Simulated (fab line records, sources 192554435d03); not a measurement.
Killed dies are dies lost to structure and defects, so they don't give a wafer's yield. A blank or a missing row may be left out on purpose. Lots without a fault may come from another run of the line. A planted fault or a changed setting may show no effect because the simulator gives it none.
fab line records | flow n5_finfet
record lots=4 wafers=12 last_day=17
route steps=1938 shown FIN_SAQP@149 FIN_CUT@154 BEOL_M4@1111
lots that met no fault: from a run of the same line without faults
start_h: hours from the record's first day to the start of the lot's first wafer shown | wait_h: hours since the lot's step before | " the same as in the row above | L1.1+2: a row that stands for several wafers | - no value, or no start given | * or withheld: withheld | < > ~ a bound
route shown NAME@n: a module of which the file shows steps, and the number in the route of the first | usual: mean/standard deviation of fault-free wafers | same: alike in all rows | chamber/n: place in a boat | sites: the reading at each site | _std_site: their standard deviation | _edge_site: outer sites' mean less inner sites' | radius_mm: how far each site lies from the wafer's centre | mask NAME#n: copy n | behind: the tool/chamber that last shaped the wafer | hold: why the lot was held/for how many hours/how that ended | device: the transistor (n, p or np) that didn't switch | end of line: the same wafers' tests at the end of the route | a step without rows: its recipe alone | killed: dies lost to structure and defects at the first sort, not the wafer's yield | map: a wafer's dies, x killed, . not, _ none there
set.NAME: the setting as run; set.NAME@STEP: as run at that earlier step | model.NAME: the simulator's own value behind a step, which no gauge read
lots at some steps of the route; a table a step, a row a wafer
services: from which hour (start_h, from the record's first day; less than 0 if before it) a tool's chamber was out of use, for how many hours, and why
## steps
# step N5_FIN_SAQP_PRECLEAN_38
# recipe chemistry=O3/DIW time_s=45 temp_c=22 o3_ppm=10
# step N5_FIN_SAQP_PRECLEAN_45
# recipe chemistry=dHF time_s=10 dilution=500:1 temp_c=25
# step N5_FIN_SAQP_SRD_39
# recipe dry=ipa_marangoni time_s=30 temp_c=23 rinse_liquid=diw
# step N5_FIN_CUT_COAT_18
# recipe resist=SOC temp_c=250 time_s=60 spin_rpm=1500 resist_thk_nm=230
# step N5_FIN_CUT_COAT_19
# recipe resist=SiARC temp_c=220 time_s=60 spin_rpm=1500 resist_thk_nm=20
# step N5_FIN_CUT_COAT_29
# recipe resist=underlayer temp_c=205 time_s=60 spin_rpm=1500 resist_thk_nm=10
# step N5_FIN_CUT_COAT_02
# recipe resist=CAR-EUV spin_rpm=1500 resist_thk_nm=30
# step N5_FIN_CUT_EBR_04
# recipe solvent=PGMEA ebr_width_mm=1.5
# step N5_FIN_CUT_SOFTBAKE_03
# recipe temp_c=110 time_s=60 resist=CAR-EUV
# step N5_FIN_CUT_EXPOSE_05
# recipe mask_id=FIN_CUT na=0.33 source_shape=annular sigma_inner=0.35 sigma_outer=0.8 polarization=unpolarized dose_mj=45.75
# usual exposure_dose_mJ_cm2=45.73/0.037
# same na=0.33
# columns lot.wafer tool chamber start_h wait_h mask exposure_dose_mJ_cm2
L395.1 euv_scanner-02 0 80.13 - FIN_CUT#0 45.73
L395.2 " 0 " " FIN_CUT#0 45.74
L395.3 " 0 " " FIN_CUT#0 45.73
L406.1 euv_scanner-02 0 146.60 - FIN_CUT#0 50.82
L406.4 " 0 " " FIN_CUT#0 50.90
L406.6 " 0 " " FIN_CUT#0 50.84
L407.3 euv_scanner-02 0 152.56 - FIN_CUT#0 49.83
L407.5 " 0 " " FIN_CUT#0 49.79
L407.6 " 0 " " FIN_CUT#0 49.84
L409.1 euv_scanner-01 0 164.18 - FIN_CUT#0 45.67
L409.4 " 0 " " FIN_CUT#0 45.75
L409.5 " 0 " " FIN_CUT#0 45.72
# step N5_FIN_CUT_PEB_06
# recipe peb_temp_c=100 peb_time_s=60 resist=CAR-EUV
# step N5_FIN_CUT_DEVELOP_07
# recipe develop_time_s=30 developer=TMAH resist=CAR-EUV rinse_liquid=surfactant_rinse dry=air_spin dev_temp_c=23
# step N5_FIN_CUT_CD_MEAS_08
# recipe target_cd_nm=29.1 landing_energy_ev=500 detector=se_inlens polarity=opening
# usual cd_nm=29.13/0.22
# columns lot.wafer tool chamber start_h wait_h cd_nm
L395.1 cd_sem-02 0 80.27 - 28.73
L395.2 " 0 " " 29.20
L395.3 " 0 " " 29.23
L406.1 cd_sem-01 0 146.73 - 30.97
L406.4 " 0 " " 31.10
L406.6 " 0 " " 31.31
L407.3 cd_sem-02 0 152.68 - 30.70
L407.5 " 0 " " 30.62
L407.6 " 0 " " 30.79
L409.1 cd_sem-02 0 164.32 - 29.32
L409.4 " 0 " " 29.33
L409.5 " 0 " " 29.26
# step N5_FIN_CUT_DESCUM_13
# recipe chemistry=O2 time_s=7 source_power_w=50 bias_power_w=20 pressure_mtorr=20 rf_frequency_hz=2.712e+07 temp_c=40 resist=CAR-EUV o2_flow_sccm=225
# step N5_FIN_CUT_ETCH_30
# recipe chemistry=N2/H2 target=underlayer target_depth_a=130 mask_material=CAR-EUV time_s=10.4 ion_energy_ev=200 pressure_mtorr=30 source_w=840 bias_w=150 n2_flow_sccm=200 h2_flow_sccm=200 ends=cleared
# usual drypump_motor_current_A=5.6/0.51 etch_rf_on_time_s=10.35/0.23 oes_product_au=0.69/0.076 rf_vpp_V=524.1/2.8 showerhead_plenum_p_Torr=2.55/0.099 throttle_valve_pct=17.84/0.29
# columns lot.wafer tool chamber start_h wait_h drypump_motor_current_A etch_rf_on_time_s oes_product_au rf_hours_counter_h rf_vpp_V showerhead_plenum_p_Torr throttle_valve_pct model.FIN_CUT.cd_offset_nm
L395.1 rie_diel-01 3 81.22 0.0 5.4 10.50 0.62 175 519.7 2.45 17.86 -0.2
L395.2 " 2 " " 5.0 10.62 0.61 201 524.3 2.52 18.38 0
L395.3 " 0 " " 4.9 10.34 0.78 27 524.6 2.61 18.00 -0.2
L406.1 rie_diel-01 0 146.89 0.0 4.9 10.42 0.75 49 525.8 2.60 18.03 2
L406.4 " 2 " " 5.0 10.60 0.60 - 523.9 2.51 18.42 2.2
L406.6 " 3 " " 5.3 10.43 0.61 - 520.5 2.44 17.91 2.2
L407.3 rie_diel-03 1 152.84 0.0 6.1 10.45 0.77 32 522.0 2.51 17.86 1.6
L407.5 " 0 " " 5.9 10.67 0.62 - 524.6 2.55 18.07 1.4
L407.6 " 1 " " 6.1 10.40 0.77 - 522.7 2.51 17.87 1.6
L409.1 rie_diel-03 1 164.74 0.0 6.1 10.31 0.76 36 521.1 2.51 17.88 0.2
L409.4 " 3 " " 5.4 10.46 0.60 227 527.0 2.62 17.93 0
L409.5 " 1 " " 6.1 10.39 0.76 - 521.9 2.51 17.87 0.2
# step N5_FIN_CUT_ETCH_20
# recipe chemistry=CF4 target=SiARC target_depth_a=260 mask_material=CAR-EUV time_s=43.3 ion_energy_ev=80 pressure_mtorr=40 source_w=545 bias_w=36 Ar_flow_sccm=100 cf4_flow_sccm=100 ends=cleared
# step N5_FIN_CUT_ETCH_21
# recipe chemistry=N2/H2 target=SOC target_depth_a=2190 overetch_a=438 mask_material=SiARC temp_c=40 ion_energy_ev=100 bias_w=61 time_s=523.5 pressure_mtorr=30 source_w=850 n2_flow_sccm=200 h2_flow_sccm=200
# step N5_FIN_CUT_STRIP_23
# recipe chemistry=N2/H2 temp_c=40 n2_flow_sccm=200 h2_flow_sccm=200 rf_frequency_hz=6e+07
# step N5_FIN_CUT_STRIP_31
# recipe chemistry=N2/H2 temp_c=40 n2_flow_sccm=200 h2_flow_sccm=200 rf_frequency_hz=6e+07
# step N5_FIN_CUT_STRIP_24
# recipe chemistry=CF4 resist=SiARC power_w=300 bias_power_w=75 pressure_mtorr=50 cf4_flow_sccm=150 rf_frequency_hz=6e+07
# step N5_FIN_CUT_CUT_ETCH_26
# recipe chemistry=CH3F/O2 target=SiNx target_depth_a=390 mask_material=SOC time_s=55.7 pressure_mtorr=30 source_w=395 bias_w=73 Ar_flow_sccm=150 CH3F_flow_sccm=30 O2_flow_sccm=20 ion_energy_ev=120
# step N5_FIN_CUT_CUT_ETCH_27
# recipe chemistry=CHF3/O2 target=SiO2 target_depth_a=40 mask_material=SOC overetch_a=20 time_s=4.9 pressure_mtorr=30 source_w=650 bias_w=170 Ar_flow_sccm=200 CHF3_flow_sccm=50 O2_flow_sccm=5 ion_energy_ev=200
# step N5_FIN_CUT_PRECLEAN_35
# recipe time_s=13.3 temp_c=45 pressure_torr=125 p_hf_torr=3 p_coreactant_torr=25 chemistry=vHF
# step N5_FIN_CUT_CUT_ETCH_15
# recipe chemistry=HBr/Cl2/O2 target=Si target_depth_a=1000 bt_time_s=10 mask_material=SOC time_s=42.4 ion_energy_ev=* bias_w=* pressure_mtorr=10 icp_w=800 HBr_flow_sccm=150 Cl2_flow_sccm=80 O2_flow_sccm=12
# step N5_FIN_CUT_CUT_ETCH_28
# recipe chemistry=HBr/Cl2/O2 target=Si target_depth_a=60 mask_material=SOC time_s=2.4 ion_energy_ev=* bias_w=* pressure_mtorr=10 icp_w=800 HBr_flow_sccm=150 Cl2_flow_sccm=80 O2_flow_sccm=12
# usual drypump_motor_current_A=5.6/0.55 oes_product_au=0.994/0.017 throttle_valve_pct=37.1/0.43
# columns lot.wafer tool chamber start_h wait_h drypump_motor_current_A oes_product_au rf_hours_counter_h throttle_valve_pct model.FIN_CUT.cd_offset_nm
L395.1 rie_si-02 1 81.87 0.0 5.5 1.012 1 37.2 0
L395.2 " 0 " " 5.0 0.996 10 36.7 -0.2
L395.3 " 2 " " 6.4 1.010 155 37.1 0
L406.1 rie_si-01 3 147.54 0.0 5.3 0.980 77 37.1 2
L406.4 " 2 " " 5.5 0.986 176 37.2 2.2
L406.6 " 3 " " 5.3 0.986 - 37.1 2.8
L407.3 rie_si-06 1 153.49 0.0 6.2 0.975 79 36.9 1.8
L407.5 " 1 " " 6.2 0.982 - 36.9 0.8
L407.6 " 0 " " 5.3 1.027 - 37.4 1.8
L409.1 rie_si-06 2 165.40 0.0 4.9 1.015 112 37.3 0.4
L409.4 " 1 " " 6.2 0.968 80 36.9 -0.2
L409.5 " 1 " " 6.2 0.976 - 36.9 0.4
# step N5_FIN_CUT_STRIP_22
# recipe chemistry=N2/H2 power_w=500 temp_c=40 pressure_mtorr=50 rf_frequency_hz=6e+07 overash_fraction=0.3 bias_power_w=8 h2_frac=0.5 n2_flow_sccm=300 h2_flow_sccm=300
# step N5_BEOL_M4_RC_MEAS_101
# usual DIBL_N=36.3/1.6 DIBL_P=36.2/2.1 IOFF_N=0.16/0.031 IOFF_P=0.21/0.034 ION_N=673/11 ION_P=461/7.4 SS_N=71.6/0.55 SS_P=73.3/0.66 VT_N=251/3.2 VT_P=-251/3.5
# columns lot.wafer tool chamber start_h wait_h DIBL_N[mV/V] DIBL_P[mV/V] IOFF_N[nA/um] IOFF_P[nA/um] ION_N[uA/um] ION_P[uA/um] SS_N[mV/dec] SS_P[mV/dec] VT_N[mV] VT_P[mV]
L395.1 prober-02 0 206.20 0.0 38.0 39.6 0.20 0.23 687 461 71.5 73.9 247 -251
L395.2 " 0 " " 36.3 38.3 0.17 0.24 668 460 70.5 74.1 248 -249
L395.3 " 0 " " 37.4 38.0 0.17 0.20 655 450 71.7 73.1 252 -256
L406.1 prober-01 0 273.34 0.0 34.2 33.8 0.11 0.13 659 445 72.0 72.5 257 -261
L406.4 " 0 " " 35.8 36.2 0.14 0.16 682 460 71.4 73.6 254 -259
L406.6 " 0 " " 33.2 32.8 0.10 0.13 645 445 71.3 72.1 255 -258
L407.3 prober-01 0 281.29 0.3 38.3 38.4 0.17 0.22 677 458 71.6 73.7 250 -251
L407.5 " 0 " " 36.0 35.4 0.13 0.19 661 454 72.1 73.5 254 -254
L407.6 " 0 " " 36.6 34.9 0.13 0.17 662 448 72.0 73.2 255 -254
L409.1 prober-01 0 297.85 0.0 35.5 35.7 0.15 0.17 680 464 71.4 72.9 250 -256
L409.4 " 0 " " 37.2 38.6 0.20 0.23 682 467 71.6 74.1 247 -250
L409.5 " 0 " " 38.1 39.8 0.20 0.25 686 470 72.0 74.1 247 -250
## services
# columns tool chamber start_h hours kind
rie_si-01 - 61.70 0.3 repair
euv_scanner-02 - 67.41 1.0 pm
rie_si-06 0 69.31 9.3 repair
euv_scanner-01 - 73.45 1.0 pm
euv_scanner-01 - 79.19 7.4 repair
euv_scanner-02 - 88.99 4.6 pm
euv_scanner-01 - 90.89 0.8 repair
euv_scanner-01 0 105.75 - calibration
rie_diel-01 - 105.87 0.6 repair
euv_scanner-01 - 114.11 0.6 repair
euv_scanner-02 - 123.56 1.0 pm
euv_scanner-01 - 129.62 1.0 pm
euv_scanner-01 - 136.53 4.6 pm
rie_diel-01 1 140.00 12.9 repair
## key
first_sign step=N5_FIN_CUT_EXPOSE_05 reading=exposure_dose_mJ_cm2 direction=up sigmas=99+ usual=45.73 struck=50.34
effect step=N5_FIN_CUT_CD_MEAS_08 reading=cd_nm direction=up sigmas=8.2 usual=29.13 struck=30.91 through=control_loop
model_effect step=N5_FIN_CUT_ETCH_30 value=FIN_CUT.cd_offset_nm without=0.06667 struck=1.833
model_effect step=N5_FIN_CUT_CUT_ETCH_28 value=FIN_CUT.cd_offset_nm without=0.1667 struck=1.9
met_at N5_FIN_CUT_EXPOSE_05
struck_wafers L406.1,L406.4,L406.6,L407.3,L407.5,L407.6
loop_trim step=N5_FIN_CUT_EXPOSE_05 setting=dose lots=L407
baseline_loss step=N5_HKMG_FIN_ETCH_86 wafers=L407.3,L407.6
onset_between 80.13 146.60
fault kind=process_parameter_drift tool=euv_scanner-02 chamber=- onset_h=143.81 steps=N5_FIN_CUT_EXPOSE_05 channel=dose_mj offset=5.1226 shape=step acts_in=these_recipes_only stated=45.75
# loop_trim: a control loop set the setting to another value than it would have without faults
# baseline_loss: these wafers lose ten dies or more at that step, a loss of the line's own and not of a fault; the sort's usual values leave them out
